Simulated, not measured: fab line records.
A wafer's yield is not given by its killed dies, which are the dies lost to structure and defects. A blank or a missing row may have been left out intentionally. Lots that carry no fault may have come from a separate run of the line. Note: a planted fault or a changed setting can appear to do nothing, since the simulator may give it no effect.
fab line records + flow nand-harc
record:
- lots: 11
- wafers: 33
- last-day: 32
route steps=1302 shown A_CHANNEL_HOLE_D2@587 A_CHANNEL_FILL_D2@613
lots that met no fault: from a run of the same line without faults
start-h: start of the lot's first displayed wafer, in hours after the record's first day + wait-h: how many hours have passed since the lot's step before this one + " identical to the entry in the row above + L1.1+2: a row that stands for several wafers + - no value present, or no start provided + * or withheld: withheld + < > ~ a bound
route shown NAME@n: NAME is a module with steps in the file, n the number in the route of the first one + usual: average and standard deviation across the fault-free wafers + same: alike in all rows + chamber/n: place in a boat + sites: the reading at each site + _std_site: standard deviation of those values + _edge_site: outer sites' mean less inner sites' + radius-mm: for every site, how far away it sits from the centre of the wafer + mask NAME#n: copy n + behind: the tool/chamber that last shaped the wafer + hold: cause of the lot's hold/its duration in hours/its outcome + device: the transistor (n, p or np) that didn't switch + end of line: tests of these same wafers at the route's end + a step with no rows: only its recipe + killed: the dies lost at the first sort to structure and to defects; this is not the yield of the wafer + map: shows each die of a wafer: x if killed, . if not, _ if none is there
set.NAME: the run value of the setting; set.NAME@STEP: its run value at that earlier step + model.NAME: the simulator's own value behind a step, which no gauge read
steps of the route over a sample of lots; a table a step, a row a wafer
services: a tool's chamber out of use, with start hour (start-h, from the record's first day; less than 0 if before it), hours out, and reason
== steps ==
step: NHARC_A_CHANNEL_HOLE_D2_ETCH_39
recipe:
- target-depth-a: 2600
- over-etch-frac: 0.3
- time-s: 325
- ion-energy-ev: 200
- n2-flow-sccm: 150
- h2-flow-sccm: 150
- ar-flow-sccm: 0
- rf-w: 400
- bias-w: 150
- chemistry: N2/H2
usual:
- drypump-motor-current-A: 5.8/0.37
- oes-product-au: 0.999/0.012
- rf-vpp-V: 430.5/1.7
- showerhead-plenum-p-Torr: 2.04/0.051
- throttle-valve-pct: 14.173/0.0084
| lot.wafer | tool        | chamber | start-h | wait-h | drypump-motor-current-A | oes-product-au | rf-hours-counter-h | rf-vpp-V | showerhead-plenum-p-Torr | throttle-valve-pct |
|-----------|-------------|---------|---------|--------|-------------------------|----------------|--------------------|----------|--------------------------|--------------------|
| L517.4    | rie-diel-02 | 2       | -       | -      | 5.5                     | 1.001          | 8.3                | 432.1    | 2.08                     | 14.168             |
| L517.1    | "           | 3       | "       | "      | 5.9                     | 0.992          | 7.7                | 428.6    | 1.99                     | 14.181             |
| L517.3    | "           | 0       | "       | "      | 5.6                     | 1.004          | 7.3                | 432.5    | 2.09                     | 14.176             |
| L516.3    | rie-diel-09 | 2       | -       | -      | 6.0                     | 1.001          | 3.3                | 432.6    | 2.11                     | 14.173             |
| L516.1    | "           | 0       | "       | "      | 5.6                     | 0.979          | 3.2                | 427.1    | 1.95                     | 14.175             |
| L516.4    | "           | 0       | "       | "      | 5.6                     | 0.992          | -                  | 428.3    | 1.95                     | 14.177             |
| L519.4    | rie-diel-09 | 0       | -       | -      | 5.6                     | 0.969          | 5.9                | 427.4    | 1.95                     | 14.179             |
| L519.1    | "           | 1       | "       | "      | 6.2                     | 0.990          | 5.8                | 431.4    | 2.06                     | 14.170             |
| L519.6    | "           | 0       | "       | "      | 5.6                     | 0.996          | -                  | 429.3    | 1.95                     | 14.174             |
| L522.4    | rie-diel-09 | 1       | -       | -      | 6.2                     | 0.982          | 6.9                | 431.2    | 2.06                     | 14.193             |
| L522.5    | "           | 3       | "       | "      | 6.3                     | 0.994          | -                  | 431.1    | 2.03                     | 14.174             |
| L522.6    | "           | 0       | "       | "      | 5.6                     | 0.984          | -                  | 427.0    | 1.95                     | 14.186             |
| L523.3    | rie-diel-02 | 2       | -       | -      | 5.5                     | 1.018          | 3.0                | 431.4    | 2.08                     | 14.171             |
| L523.4    | "           | 1       | "       | "      | 5.5                     | 1.003          | 2.8                | 430.6    | 2.05                     | 14.171             |
| L523.5    | "           | 3       | "       | "      | 6.0                     | 1.011          | -                  | 428.6    | 1.99                     | 14.177             |
| L524.3    | rie-diel-02 | 0       | -       | -      | 5.6                     | 0.997          | 4.1                | 431.6    | 2.09                     | 14.178             |
| L524.4    | "           | 2       | "       | "      | 5.5                     | 1.000          | 4.0                | 431.7    | 2.08                     | 14.180             |
| L524.5    | "           | 0       | "       | "      | 5.7                     | 0.997          | -                  | 430.8    | 2.09                     | 14.146             |
| L526.2    | rie-diel-02 | 0       | -       | -      | 5.6                     | 1.010          | 5.3                | 432.5    | 2.09                     | 14.167             |
| L526.3    | "           | 3       | "       | "      | 5.9                     | 1.010          | 5.2                | 429.1    | 1.99                     | 14.192             |
| L526.6    | "           | 0       | "       | "      | 5.6                     | 1.005          | -                  | 431.6    | 2.09                     | 14.178             |
| L529.3    | rie-diel-12 | 1       | -       | -      | 5.9                     | 0.998          | 2.3                | 430.4    | 2.00                     | 14.183             |
| L529.6    | "           | 3       | "       | "      | 6.6                     | 1.006          | -                  | 430.7    | 2.02                     | 14.177             |
| L529.5    | "           | 0       | "       | "      | 5.6                     | 0.987          | -                  | 431.7    | 2.10                     | 14.171             |
| L528.3    | rie-diel-02 | 1       | -       | -      | 5.5                     | 1.013          | 6.1                | 429.6    | 2.05                     | 14.164             |
| L528.2    | "           | 2       | "       | "      | 5.5                     | 1.009          | 6.2                | 432.7    | 2.08                     | 14.173             |
| L528.5    | "           | 1       | "       | "      | 5.5                     | 1.010          | -                  | 432.2    | 2.05                     | 14.167             |
| L527.4    | rie-diel-12 | 3       | -       | -      | 6.7                     | 1.011          | 3.7                | 430.4    | 2.02                     | 14.187             |
| L527.3    | "           | 0       | "       | "      | 5.6                     | 0.977          | 3.4                | 432.2    | 2.10                     | 14.177             |
| L527.1    | "           | 2       | "       | "      | 5.2                     | 1.003          | 2.7                | 428.5    | 1.97                     | 14.178             |
| L530.3    | rie-diel-12 | 1       | -       | -      | 5.9                     | 0.998          | 3.8                | 429.5    | 2.00                     | 14.189             |
| L530.4    | "           | 2       | "       | "      | 5.2                     | 1.005          | 4.0                | 426.7    | 1.97                     | 14.172             |
| L530.1    | "           | 3       | "       | "      | 6.7                     | 0.988          | 5.4                | 429.9    | 2.02                     | 14.148             |
step: NHARC_A_CHANNEL_HOLE_D2_ETCH_20
recipe:
- bias-v: 3000
- source-w: withheld
- pressure-mtorr: 20
- time-s: 361.9
- ar-flow-sccm: 375
- c4f8-flow-sccm: 89.3
- o2-flow-sccm: 35.7
- temp-c: -20
- target-depth-a: 16000
- chemistry: C4F8/O2/Ar
usual:
- drypump-motor-current-A: 6.0/0.45
- showerhead-plenum-p-Torr: 3.62/0.14
- throttle-valve-pct: 32.155/0.0091
| lot.wafer | tool        | chamber | start-h | wait-h | drypump-motor-current-A | rf-hours-counter-h | showerhead-plenum-p-Torr | throttle-valve-pct |
|-----------|-------------|---------|---------|--------|-------------------------|--------------------|--------------------------|--------------------|
| L517.1    | har-etch-01 | 0       | 384.18  | 0.1    | 6.5                     | 207                | 3.48                     | 32.154             |
| L517.3    | "           | 1       | "       | "      | 6.4                     | -                  | 3.67                     | 32.138             |
| L517.4    | "           | 0       | "       | "      | 6.6                     | -                  | 3.49                     | 32.151             |
| L516.1    | har-etch-01 | 1       | 388.37  | 0.1    | 6.4                     | 211                | 3.67                     | 32.154             |
| L516.3    | "           | 0       | "       | "      | 6.5                     | -                  | 3.48                     | 32.162             |
| L516.4    | "           | 1       | "       | "      | 6.4                     | -                  | 3.67                     | 32.155             |
| L519.1    | har-etch-02 | 0       | 417.71  | 0.1    | 5.5                     | 15                 | 3.61                     | 32.151             |
| L519.4    | "           | 1       | "       | "      | 5.7                     | -                  | 3.92                     | 32.155             |
| L519.6    | "           | 1       | "       | "      | 5.6                     | -                  | 3.92                     | 32.153             |
| L522.4    | har-etch-02 | 1       | 448.96  | 0.2    | 5.7                     | -                  | 3.92                     | 32.166             |
| L522.5    | "           | 0       | "       | "      | 5.5                     | -                  | 3.61                     | 32.148             |
| L522.6    | "           | 1       | "       | "      | 5.7                     | -                  | 3.92                     | 32.138             |
| L523.4    | har-etch-01 | 1       | 459.23  | 0.2    | 6.4                     | -                  | 3.64                     | 32.156             |
| L523.3    | "           | 0       | "       | "      | 6.5                     | -                  | 3.46                     | 32.156             |
| L523.5    | "           | 1       | "       | "      | 6.4                     | -                  | 3.64                     | 32.156             |
| L524.4    | har-etch-01 | 1       | 474.66  | 0.2    | 6.4                     | -                  | 3.64                     | 32.153             |
| L524.3    | "           | 0       | "       | "      | 6.6                     | -                  | 3.46                     | 32.155             |
| L524.5    | "           | 0       | "       | "      | 6.6                     | -                  | 3.46                     | 32.159             |
| L526.2    | har-etch-02 | 0       | 488.52  | 0.1    | 5.5                     | 61                 | 3.59                     | 32.157             |
| L526.3    | "           | 0       | "       | "      | 5.5                     | -                  | 3.59                     | 32.156             |
| L526.6    | "           | 1       | "       | "      | 5.7                     | -                  | 3.90                     | 32.148             |
| L529.3    | har-etch-01 | 1       | 501.88  | 0.2    | 6.4                     | -                  | 3.63                     | 32.138             |
| L529.5    | "           | 1       | "       | "      | 6.4                     | -                  | 3.63                     | 32.152             |
| L529.6    | "           | 0       | "       | "      | 6.5                     | -                  | 3.45                     | 32.152             |
| L528.2    | har-etch-02 | 0       | 502.48  | 0.1    | 5.5                     | 69                 | 3.59                     | 32.157             |
| L528.3    | "           | 0       | "       | "      | 5.5                     | -                  | 3.59                     | 32.166             |
| L528.5    | "           | 1       | "       | "      | 5.7                     | -                  | 3.89                     | 32.162             |
| L527.1    | har-etch-01 | 1       | 506.01  | 0.1    | 6.4                     | 283                | 3.63                     | 32.157             |
| L527.4    | "           | 0       | "       | "      | 6.5                     | -                  | 3.45                     | 32.161             |
| L527.3    | "           | 1       | "       | "      | 6.4                     | -                  | 3.63                     | 32.155             |
| L530.1    | har-etch-02 | 0       | 521.92  | 0.1    | 5.5                     | 80                 | 3.58                     | 32.173             |
| L530.4    | "           | 1       | "       | "      | 5.6                     | -                  | 3.89                     | 32.162             |
| L530.3    | "           | 0       | "       | "      | 5.5                     | -                  | 3.58                     | 32.153             |
step: NHARC_A_CHANNEL_HOLE_D2_ETCH_23
recipe:
- bias-v: 5000
- source-w: withheld
- pressure-mtorr: 20
- time-s: 819
- ar-flow-sccm: 375
- c4f8-flow-sccm: 89.3
- o2-flow-sccm: 35.7
- temp-c: -20
- target-depth-a: 16000
- chemistry: C4F8/O2/Ar
usual:
- drypump-motor-current-A: 6.0/0.45
- showerhead-plenum-p-Torr: 3.62/0.14
- throttle-valve-pct: 32.154/0.0092
| lot.wafer | tool        | chamber | start-h | wait-h | drypump-motor-current-A | rf-hours-counter-h | showerhead-plenum-p-Torr | throttle-valve-pct |
|-----------|-------------|---------|---------|--------|-------------------------|--------------------|--------------------------|--------------------|
| L517.1    | har-etch-01 | 0       | 385.58  | 0.5    | 6.5                     | 208                | 3.48                     | 32.153             |
| L517.3    | "           | 1       | "       | "      | 6.4                     | -                  | 3.67                     | 32.141             |
| L517.4    | "           | 0       | "       | "      | 6.6                     | -                  | 3.48                     | 32.172             |
| L516.1    | har-etch-01 | 1       | 389.75  | 0.5    | 6.4                     | 212                | 3.67                     | 32.154             |
| L516.3    | "           | 0       | "       | "      | 6.5                     | -                  | 3.48                     | 32.167             |
| L516.4    | "           | 1       | "       | "      | 6.4                     | -                  | 3.66                     | 32.152             |
| L519.1    | har-etch-02 | 0       | 419.10  | 0.5    | 5.5                     | 17                 | 3.61                     | 32.155             |
| L519.4    | "           | 1       | "       | "      | 5.7                     | -                  | 3.92                     | 32.163             |
| L519.6    | "           | 1       | "       | "      | 5.7                     | -                  | 3.92                     | 32.150             |
| L522.4    | har-etch-02 | 1       | 450.47  | 0.5    | 5.7                     | -                  | 3.91                     | 32.146             |
| L522.5    | "           | 0       | "       | "      | 5.5                     | -                  | 3.61                     | 32.149             |
| L522.6    | "           | 1       | "       | "      | 5.7                     | -                  | 3.91                     | 32.147             |
| L523.4    | har-etch-01 | 1       | 460.67  | 0.5    | 6.4                     | -                  | 3.64                     | 32.154             |
| L523.3    | "           | 0       | "       | "      | 6.5                     | -                  | 3.46                     | 32.154             |
| L523.5    | "           | 1       | "       | "      | 6.4                     | -                  | 3.64                     | 32.145             |
| L524.4    | har-etch-01 | 1       | 476.12  | 0.5    | 6.4                     | -                  | 3.64                     | 32.169             |
| L524.3    | "           | 0       | "       | "      | 6.6                     | -                  | 3.45                     | 32.158             |
| L524.5    | "           | 0       | "       | "      | 6.5                     | -                  | 3.45                     | 32.144             |
| L526.2    | har-etch-02 | 0       | 489.90  | 0.5    | 5.5                     | 62                 | 3.59                     | 32.155             |
| L526.3    | "           | 0       | "       | "      | 5.5                     | -                  | 3.59                     | 32.173             |
| L526.6    | "           | 1       | "       | "      | 5.6                     | -                  | 3.90                     | 32.157             |
| L529.3    | har-etch-01 | 1       | 503.34  | 0.5    | 6.4                     | -                  | 3.63                     | 32.156             |
| L529.5    | "           | 1       | "       | "      | 6.4                     | -                  | 3.63                     | 32.143             |
| L529.6    | "           | 0       | "       | "      | 6.5                     | -                  | 3.45                     | 32.142             |
| L528.2    | har-etch-02 | 0       | 503.86  | 0.5    | 5.5                     | 70                 | 3.59                     | 32.148             |
| L528.3    | "           | 0       | "       | "      | 5.5                     | -                  | 3.59                     | 32.153             |
| L528.5    | "           | 1       | "       | "      | 5.7                     | -                  | 3.89                     | 32.168             |
| L527.1    | har-etch-01 | 1       | 507.39  | 0.5    | 6.4                     | 284                | 3.63                     | 32.173             |
| L527.4    | "           | 0       | "       | "      | 6.5                     | -                  | 3.44                     | 32.149             |
| L527.3    | "           | 1       | "       | "      | 6.4                     | -                  | 3.63                     | 32.140             |
| L530.1    | har-etch-02 | 0       | 523.30  | 0.5    | 5.5                     | 82                 | 3.58                     | 32.175             |
| L530.4    | "           | 1       | "       | "      | 5.7                     | -                  | 3.89                     | 32.157             |
| L530.3    | "           | 0       | "       | "      | 5.5                     | -                  | 3.58                     | 32.171             |
step: NHARC_A_CHANNEL_HOLE_D2_XSEM_32
recipe:
- landing-energy-ev: 35000
usual:
- bot-cd-nm: 74.6/1.7
- bow-nm: 8.59/0.23
- tilt-deg: 0.08/0.043
same:
- landing-energy-ev: 35000
| lot.wafer | tool    | chamber | start-h | wait-h | bot-cd-nm | bow-nm | tilt-deg |
|-----------|---------|---------|---------|--------|-----------|--------|----------|
| L517.1    | xsem-01 | 0       | 389.68  | 0.1    | 73.5      | 11.26  | 0.04     |
| L517.3    | "       | 0       | "       | "      | 75.5      | 8.43   | 0.04     |
| L517.4    | "       | 0       | "       | "      | 77.6      | 11.33  | 0.04     |
| L516.1    | xsem-02 | 0       | 393.87  | 0.1    | 72.9      | 8.73   | 0.10     |
| L516.3    | "       | 0       | "       | "      | 71.9      | 11.29  | 0.10     |
| L516.4    | "       | 0       | "       | "      | 73.3      | 8.63   | 0.10     |
| L519.1    | xsem-02 | 0       | 423.17  | 0.1    | 74.4      | 8.58   | 0.06     |
| L519.4    | "       | 0       | "       | "      | 75.7      | 8.53   | 0.05     |
| L519.6    | "       | 0       | "       | "      | 74.0      | 8.49   | 0.06     |
| L522.4    | xsem-02 | 0       | 454.32  | 0.1    | 76.6      | 8.03   | 0.06     |
| L522.5    | "       | 0       | "       | "      | 74.0      | 8.05   | 0.06     |
| L522.6    | "       | 0       | "       | "      | 77.7      | 7.99   | 0.06     |
| L523.3    | xsem-01 | 0       | 464.62  | 0.1    | 75.8      | 8.91   | 0.15     |
| L523.4    | "       | 0       | "       | "      | 74.7      | 8.91   | 0.15     |
| L523.5    | "       | 0       | "       | "      | 74.3      | 9.00   | 0.15     |
| L524.3    | xsem-01 | 0       | 483.70  | 0.1    | 75.0      | 8.57   | 0.11     |
| L524.4    | "       | 0       | "       | "      | 74.0      | 8.54   | 0.11     |
| L524.5    | "       | 0       | "       | "      | 74.2      | 8.63   | 0.11     |
| L526.2    | xsem-02 | 0       | 493.98  | 0.1    | 73.9      | 8.16   | 0.11     |
| L526.3    | "       | 0       | "       | "      | 76.9      | 8.25   | 0.11     |
| L526.6    | "       | 0       | "       | "      | 75.6      | 8.17   | 0.11     |
| L529.3    | xsem-02 | 0       | 507.30  | 0.1    | 76.3      | 8.62   | 0.04     |
| L529.5    | "       | 0       | "       | "      | 75.4      | 8.67   | 0.04     |
| L529.6    | "       | 0       | "       | "      | 77.8      | 8.66   | 0.04     |
| L528.2    | xsem-01 | 0       | 507.92  | 0.1    | 72.2      | 8.70   | 0.18     |
| L528.3    | "       | 0       | "       | "      | 72.7      | 8.68   | 0.18     |
| L528.5    | "       | 0       | "       | "      | 73.6      | 8.61   | 0.18     |
| L527.1    | xsem-02 | 0       | 511.47  | 0.1    | 75.0      | 8.25   | 0.05     |
| L527.3    | "       | 0       | "       | "      | 75.2      | 8.32   | 0.05     |
| L527.4    | "       | 0       | "       | "      | 72.8      | 8.42   | 0.05     |
| L530.1    | xsem-01 | 0       | 527.35  | 0.1    | 75.7      | 8.42   | 0.10     |
| L530.3    | "       | 0       | "       | "      | 77.9      | 8.45   | 0.10     |
| L530.4    | "       | 0       | "       | "      | 74.2      | 8.55   | 0.10     |
step: NHARC_A_CHANNEL_FILL_D2_ALD_03
recipe:
- target-thk-a: 60
- pulse-time-s: 60
- ald-cycles: 58
- temp-c: 630
- pressure-torr: 2
- material: SiNx
usual:
- precursor-pulse-height-rel: 1.000/0.022
- susceptor-temp-C: 630.2/0.33
| lot.wafer | tool             | chamber | start-h | wait-h | precursor-pulse-height-rel | susceptor-temp-C |
|-----------|------------------|---------|---------|--------|----------------------------|------------------|
| L517.1    | ald-sin-batch-01 | 0       | -       | -      | 0.969                      | 629.7            |
| L517.3    | "                | 0       | "       | "      | 0.998                      | 629.8            |
| L517.4    | "                | 0       | "       | "      | 1.012                      | 630.8            |
| L516.1    | ald-sin-batch-01 | 0       | -       | -      | 0.989                      | -                |
| L516.3    | "                | 0       | "       | "      | 1.006                      | -                |
| L516.4    | "                | 0       | "       | "      | 0.995                      | -                |
| L519.1    | ald-sin-batch-01 | 0       | -       | -      | 0.977                      | -                |
| L519.4    | "                | 0       | "       | "      | 1.001                      | -                |
| L519.6    | "                | 0       | "       | "      | 1.016                      | -                |
| L522.4    | ald-sin-batch-03 | 0       | -       | -      | 1.001                      | 630.0            |
| L522.5    | "                | 0       | "       | "      | 0.981                      | 629.7            |
| L522.6    | "                | 0       | "       | "      | 1.019                      | 630.3            |
| L523.3    | ald-sin-batch-02 | 0       | -       | -      | 0.950                      | 630.8            |
| L523.4    | "                | 0       | "       | "      | 1.022                      | 630.3            |
| L523.5    | "                | 0       | "       | "      | 0.997                      | 630.2            |
| L524.3    | ald-sin-batch-02 | 0       | -       | -      | 1.037                      | 630.5            |
| L524.4    | "                | 0       | "       | "      | 0.994                      | 630.8            |
| L524.5    | "                | 0       | "       | "      | 0.984                      | 630.8            |
| L526.2    | ald-sin-batch-02 | 0       | -       | -      | 1.011                      | 630.3            |
| L526.3    | "                | 0       | "       | "      | 1.008                      | 630.7            |
| L526.6    | "                | 0       | "       | "      | 1.010                      | 630.0            |
| L528.2    | ald-sin-batch-02 | 0       | -       | -      | 0.996                      | -                |
| L528.3    | "                | 0       | "       | "      | 1.031                      | -                |
| L528.5    | "                | 0       | "       | "      | 1.005                      | -                |
| L529.3    | ald-sin-batch-02 | 0       | -       | -      | 1.009                      | -                |
| L529.5    | "                | 0       | "       | "      | 0.997                      | -                |
| L529.6    | "                | 0       | "       | "      | 1.032                      | -                |
| L527.1    | ald-sin-batch-02 | 0       | -       | -      | 1.020                      | -                |
| L527.3    | "                | 0       | "       | "      | 1.043                      | -                |
| L527.4    | "                | 0       | "       | "      | 1.057                      | -                |
| L530.1    | ald-sin-batch-03 | 0       | -       | -      | 1.006                      | 630.1            |
| L530.3    | "                | 0       | "       | "      | 1.013                      | 629.7            |
| L530.4    | "                | 0       | "       | "      | 1.022                      | 630.1            |
== services ==
| tool             | chamber | start-h | hours | kind                          |
|------------------|---------|---------|-------|-------------------------------|
| rie-diel-12      | 0       | 360.44  | 36.9  | repair                        |
| rie-diel-02      | 0       | 372.70  | -     | clean                         |
| rie-diel-02      | 1       | 372.70  | -     | clean                         |
| xsem-01          | -       | 374.00  | 14.0  | pm                            |
| rie-diel-09      | 3       | 376.95  | 15.9  | repair                        |
| har-etch-02      | -       | 377.00  | 17.0  | pm                            |
| har-etch-02      | 0       | 377.00  | 17.0  | vent-cycle                    |
| har-etch-02      | 1       | 377.00  | 17.0  | vent-cycle                    |
| rie-diel-02      | -       | 393.77  | 9.0   | pm                            |
| har-etch-02      | 0       | 394.00  | -     | clean                         |
| har-etch-02      | 0       | 394.00  | -     | consumable-replace:focus-ring |
| har-etch-02      | 1       | 394.00  | -     | clean                         |
| har-etch-02      | 1       | 394.00  | -     | consumable-replace:focus-ring |
| har-etch-02      | 1       | 394.00  | -     | consumable-replace:showerhead |
| rie-diel-12      | 0       | 401.27  | 20.3  | repair                        |
| rie-diel-09      | 1       | 423.97  | 8.8   | repair                        |
| rie-diel-09      | 2       | 425.46  | 6.1   | repair                        |
| ald-sin-batch-03 | -       | 433.07  | 12.4  | repair                        |
| ald-sin-batch-02 | -       | 441.96  | 4.9   | repair                        |
| rie-diel-12      | -       | 445.40  | 9.0   | pm                            |
| rie-diel-12      | 2       | 477.75  | 9.0   | repair                        |
| ald-sin-batch-01 | -       | 489.44  | 67.1  | repair                        |
| rie-diel-09      | -       | 497.10  | 9.0   | pm                            |
| rie-diel-12      | 1       | 503.73  | 2.2   | repair                        |
== key ==
first-sign:
- step: NHARC_A_CHANNEL_HOLE_D2_XSEM_32
- reading: bow-nm
- direction: up
- sigmas: 12
- usual: 8.59
- struck: 11.29
effect none on later readings
met-at NHARC_A_CHANNEL_HOLE_D2_ETCH_23
struck-lots L516,L517
struck-wafers L516.3,L517.1,L517.4
tester-left-out L516,L517
not-acting-at NHARC_A_CHANNEL_HOLE_D2_ETCH_39,NHARC_A_CHANNEL_HOLE_D2_ETCH_20,NHARC_A_CHANNEL_FILL_D2_ALD_03
fault:
- kind: process-parameter-drift
- tool: har-etch-01
- chamber: 0
- onset-h: 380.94
- steps: NHARC_A_CHANNEL_HOLE_D2_ETCH_23
- channel: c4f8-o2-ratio
- offset: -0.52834
- shape: step
- end-h: 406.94
- acts-in: these-recipes-only
- stated: 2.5
tester-left-out: of these lots the tester's yield and bins aren't shown, on N5 and GAA mostly nor the transistor test; their killed dies are dies lost to structure and defects alone, not to doping, threshold or leakage, so they don't give the yield
